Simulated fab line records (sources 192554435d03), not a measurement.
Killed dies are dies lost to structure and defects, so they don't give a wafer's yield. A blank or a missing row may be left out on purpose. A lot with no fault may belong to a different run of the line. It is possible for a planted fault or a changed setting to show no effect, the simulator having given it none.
Matching of chambers / flow n5_finfet / rie_diel-06 running N5_BEOL_M6_ETCH_66: 4 sister chambers
The step etches SOC in N2/H2, target depth 80 nm, overetch 16 nm, time 120 s. 22 wafers are shown with their chamber, then 11 later ones without.

== WAFERS, EACH WITH ITS CHAMBER ==
wafer=L074.2; chamber=1; drypump_motor_current_A (A)=5.6; throttle_valve_pct (%)=17.8; oes_product_au (a.u.)=0.62
wafer=L074.4; chamber=0; drypump_motor_current_A (A)=5.2; throttle_valve_pct (%)=17.0; oes_product_au (a.u.)=0.71
wafer=L074.6; chamber=3; drypump_motor_current_A (A)=4.9; throttle_valve_pct (%)=17.7; oes_product_au (a.u.)=0.54
wafer=L077.1; chamber=3; drypump_motor_current_A (A)=4.9; throttle_valve_pct (%)=17.7; oes_product_au (a.u.)=0.53
wafer=L077.5; chamber=1; drypump_motor_current_A (A)=5.5; throttle_valve_pct (%)=17.8; oes_product_au (a.u.)=0.61
wafer=L077.6; chamber=2; drypump_motor_current_A (A)=5.6; throttle_valve_pct (%)=17.4; oes_product_au (a.u.)=0.71
wafer=L083.1; chamber=1; drypump_motor_current_A (A)=5.6; throttle_valve_pct (%)=17.9; oes_product_au (a.u.)=0.60
wafer=L083.3; chamber=3; drypump_motor_current_A (A)=4.9; throttle_valve_pct (%)=17.7; oes_product_au (a.u.)=0.52
wafer=L083.5; chamber=2; drypump_motor_current_A (A)=5.7; throttle_valve_pct (%)=17.5; oes_product_au (a.u.)=0.68
wafer=L084.3; chamber=0; drypump_motor_current_A (A)=5.2; throttle_valve_pct (%)=17.0; oes_product_au (a.u.)=0.66
wafer=L084.5; chamber=0; drypump_motor_current_A (A)=5.2; throttle_valve_pct (%)=17.0; oes_product_au (a.u.)=0.66
wafer=L084.6; chamber=1; drypump_motor_current_A (A)=5.6; throttle_valve_pct (%)=17.9; oes_product_au (a.u.)=0.59
wafer=L085.3; chamber=0; drypump_motor_current_A (A)=5.2; throttle_valve_pct (%)=17.0; oes_product_au (a.u.)=0.67
wafer=L085.4; chamber=0; drypump_motor_current_A (A)=5.2; throttle_valve_pct (%)=17.0; oes_product_au (a.u.)=0.66
wafer=L085.6; chamber=1; drypump_motor_current_A (A)=5.6; throttle_valve_pct (%)=17.9; oes_product_au (a.u.)=0.59
wafer=L086.2; chamber=0; drypump_motor_current_A (A)=5.2; throttle_valve_pct (%)=17.0; oes_product_au (a.u.)=0.66
wafer=L086.3; chamber=2; drypump_motor_current_A (A)=5.6; throttle_valve_pct (%)=17.4; oes_product_au (a.u.)=0.67
wafer=L086.5; chamber=0; drypump_motor_current_A (A)=5.2; throttle_valve_pct (%)=17.0; oes_product_au (a.u.)=0.66
wafer=L087.1; chamber=2; drypump_motor_current_A (A)=5.6; throttle_valve_pct (%)=17.5; oes_product_au (a.u.)=0.66
wafer=L087.2; chamber=3; drypump_motor_current_A (A)=4.9; throttle_valve_pct (%)=17.4; oes_product_au (a.u.)=0.74
wafer=L087.5; chamber=2; drypump_motor_current_A (A)=5.6; throttle_valve_pct (%)=17.5; oes_product_au (a.u.)=0.67
wafer=L089.2; chamber=0; drypump_motor_current_A (A)=5.2; throttle_valve_pct (%)=17.0; oes_product_au (a.u.)=0.65

SIGNATURES (means of the wafers above)
reading=drypump_motor_current_A; chamber 0=5.200; chamber 1=5.580; chamber 2=5.620; chamber 3=4.900; scatter within a chamber=0.0298
reading=throttle_valve_pct; chamber 0=17.000; chamber 1=17.860; chamber 2=17.460; chamber 3=17.625; scatter within a chamber=0.0713
reading=oes_product_au; chamber 0=0.6663; chamber 1=0.6020; chamber 2=0.6780; chamber 3=0.5825; scatter within a chamber=0.0458
Rule: for each reading, subtract the chamber's mean from the wafer's reading, divide by that reading's scatter and square the result; add these up over the readings and take the root, which gives the wafer's distance from the chamber. The wafer belongs to the nearest chamber; if the next one is less than 2 further off, it can't be placed. The scatter is the square root of a quotient: the sum, over the shown wafers, of each reading's squared deviation from its chamber's mean, divided by wafers minus chambers.

== WAFERS WITHOUT THEIR CHAMBER ==
wafer=L089.3; drypump_motor_current_A (A)=4.9; throttle_valve_pct (%)=17.3; oes_product_au (a.u.)=0.72
wafer=L089.5; drypump_motor_current_A (A)=5.2; throttle_valve_pct (%)=17.0; oes_product_au (a.u.)=0.65
wafer=L094.1; drypump_motor_current_A (A)=5.6; throttle_valve_pct (%)=17.9; oes_product_au (a.u.)=0.59
wafer=L094.2; drypump_motor_current_A (A)=5.6; throttle_valve_pct (%)=17.5; oes_product_au (a.u.)=0.66
wafer=L094.6; drypump_motor_current_A (A)=4.9; throttle_valve_pct (%)=17.4; oes_product_au (a.u.)=0.71
wafer=L096.1; drypump_motor_current_A (A)=4.9; throttle_valve_pct (%)=17.4; oes_product_au (a.u.)=0.70
wafer=L096.2; drypump_motor_current_A (A)=5.7; throttle_valve_pct (%)=17.5; oes_product_au (a.u.)=0.65
wafer=L096.4; drypump_motor_current_A (A)=5.2; throttle_valve_pct (%)=17.0; oes_product_au (a.u.)=0.64
wafer=L097.1; drypump_motor_current_A (A)=5.6; throttle_valve_pct (%)=17.5; oes_product_au (a.u.)=0.64
wafer=L097.2; drypump_motor_current_A (A)=5.0; throttle_valve_pct (%)=17.4; oes_product_au (a.u.)=0.67
wafer=L097.4; drypump_motor_current_A (A)=5.2; throttle_valve_pct (%)=17.1; oes_product_au (a.u.)=0.63

== WHICH CHAMBER EACH ONE RAN IN ==
wafer=L089.3; from the rows above=3; in truth=3
wafer=L089.5; from the rows above=0; in truth=0
wafer=L094.1; from the rows above=1; in truth=1
wafer=L094.2; from the rows above=2; in truth=2
wafer=L094.6; from the rows above=3; in truth=3
wafer=L096.1; from the rows above=3; in truth=3
wafer=L096.2; from the rows above=2; in truth=2
wafer=L096.4; from the rows above=0; in truth=0
wafer=L097.1; from the rows above=2; in truth=2
wafer=L097.2; from the rows above=3; in truth=3
wafer=L097.4; from the rows above=0; in truth=0
Placed correctly: 11 of 11. From these rows, 0 cannot be placed. Placed wrongly: 0.
